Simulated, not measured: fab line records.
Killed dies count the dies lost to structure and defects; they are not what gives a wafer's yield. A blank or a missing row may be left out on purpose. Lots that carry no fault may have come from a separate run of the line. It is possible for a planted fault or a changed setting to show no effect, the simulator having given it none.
Which tool was responsible?	flow nand-harc	24 lots, 72 wafers sampled, at 1 step of a route of 1159

WHAT THE GAUGES READ, wafer by wafer
NHARC_A_M0_CD_MEAS_09: the cd target is 80 nm.
lot	measured	on	cd-nm (nm)
L074	day 18 03:04	cd-sem-01	79.6 79.5 78.5
L076	day 18 03:50	cd-sem-02	80.0 79.7 80.3
L075	day 18 03:59	cd-sem-02	80.9 79.8 80.6
L077	day 18 15:41	cd-sem-01	79.6 80.0 80.0
L079	day 18 16:27	cd-sem-01	78.8 79.4 79.7
L078	day 19 02:26	cd-sem-02	80.0 79.6 79.2
L082	day 19 09:45	cd-sem-02	78.0 79.6 80.1
L081	day 19 11:59	cd-sem-02	79.7 79.2 78.6
L080	day 19 14:58	cd-sem-02	79.0 79.6 79.5
L083	day 20 00:48	cd-sem-01	80.2 79.7 79.8
L084	day 20 05:43	cd-sem-01	79.6 79.6 79.1
L088	day 20 08:31	cd-sem-02	80.1 80.4 79.8
L087	day 20 09:20	cd-sem-02	79.8 80.5 80.5
L086	day 20 13:05	cd-sem-01	79.6 79.3 78.9
L085	day 20 22:21	cd-sem-01	80.0 79.3 79.4
L089	day 21 12:50	cd-sem-02	78.2 78.6 78.4
L091	day 21 17:57	cd-sem-01	79.9 79.2 78.9
L090	day 21 19:06	cd-sem-01	78.6 79.1 79.8
L092	day 21 19:22	cd-sem-01	79.6 79.1 80.2
L093	day 22 03:33	cd-sem-01	79.6 78.7 79.8
L094	day 22 04:37	cd-sem-01	79.6 80.2 80.3
L095	day 22 12:38	cd-sem-02	79.3 80.1 80.4
L096	day 22 12:47	cd-sem-03	80.3 79.5 80.8
L097	day 23 23:09	cd-sem-02	79.0 79.4 78.8

WHAT TOOL EACH LOT RAN ON (gives the tool, then ch and the chambers of the sampled wafers, and finally the start)
The record holds no process step before these readings.

AS READ BY THE TOOLS THEMSELVES (means over the sampled wafers that have a number; for cases with no such wafer, the mark the record gives instead)
The record holds no such reading with a usual standard deviation.

THE ANSWER, worked out from the rows above alone
Rule: the lots themselves supply what counts as usual. The widest of any qualifying gaps counts: lots, ordered by their means at a reading, are off when they make up no more than a third of the lots, leave a main group of 4 or more, and stand apart from it by 3 or more times the standard deviation of that group's means. If all means in a main group match to the digits the tables above print for the reading, that group is not used. Also off: a lot with no number at a reading for which 4 or more lots have one. Any other lot the step has rows for is counted as sound. Order of review: gauges by route order, followed by the tools' own readings, for which a lot's mean as printed above is used. The first step at which some lot is off is used, and at that step the reading that is off furthest; a lot without a number counts as furthest.
Across all readings shown, no lot is off: no conclusion can be drawn from this.

WHAT THE SIMULATOR HAD PUT IN
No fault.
